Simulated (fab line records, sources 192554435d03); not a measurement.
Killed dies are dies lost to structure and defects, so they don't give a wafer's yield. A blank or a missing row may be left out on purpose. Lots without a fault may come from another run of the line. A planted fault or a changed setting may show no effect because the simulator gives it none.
Chamber matching | flow n5_finfet | N5_FIN_SAQP_ALD_61 on ald_sin-01: 4 sister chambers
The step deposits SiO2, target thk 4 nm, pulse time 1 s, purge time 2 s. 8 wafers are shown with their chamber, then 10 later ones without.

WAFERS WITH THEIR CHAMBER
wafer  | chamber | heater_power_w (W) | precursor_pulse_height_rel
L084.1 | 2       | 443                | 1.009
L084.2 | 0       | 485                | 1.032
L084.4 | 1       | 449                | 1.024
L087.1 | 3       | 440                | 0.985
L087.3 | 0       | 491                | 1.017
L087.5 | 2       | 453                | 0.982
L090.3 | 1       | 452                | 0.981
L090.4 | 3       | 447                | 0.956

WAFERS WITHOUT THEIR CHAMBER
wafer  | heater_power_w (W) | precursor_pulse_height_rel
L090.5 | 447                | 1.031
L092.1 | 452                | 1.012
L092.2 | 463                | 0.995
L092.3 | 445                | 0.982
L093.2 | 455                | 1.018
L093.4 | 447                | 1.029
L093.6 | 443                | 1.030
L097.3 | 440                | 0.980
L097.5 | 462                | 0.999
L097.6 | 443                | 1.015

WHICH CHAMBER EACH WENT THROUGH
wafer  | from the rows above          | in truth
L090.5 | can't be placed: 1 or 2 or 3 | 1
L092.1 | can't be placed: 1 or 2      | 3
L092.2 | can't be placed: 1 or 2 or 3 | 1
L092.3 | can't be placed: 3 or 2 or 1 | 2
L093.2 | can't be placed: 1 or 2      | 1
L093.4 | can't be placed: 1 or 2 or 3 | 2
L093.6 | can't be placed: 2 or 1 or 3 | 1
L097.3 | can't be placed: 3 or 2 or 1 | 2
L097.5 | can't be placed: 1 or 2 or 3 | 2
L097.6 | can't be placed: 2 or 1 or 3 | 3
Placed correctly: 0 of 10. Can't be placed from these rows: 10 (the true chamber is among the candidates in 9). Placed wrongly: 0.
How it was worked out, from the rows above alone: a wafer's distance from a chamber is the root of the sum, over the readings, of the square of ((its reading less the chamber's mean) divided by the reading's scatter). The wafer belongs to the nearest chamber; if the next one is less than 2 further off, it can't be placed. A chamber's mean is the mean of its shown wafers. The scatter: the root of (the sum of the squares of (reading less its chamber's mean) over the shown wafers, divided by (wafers less chambers)).
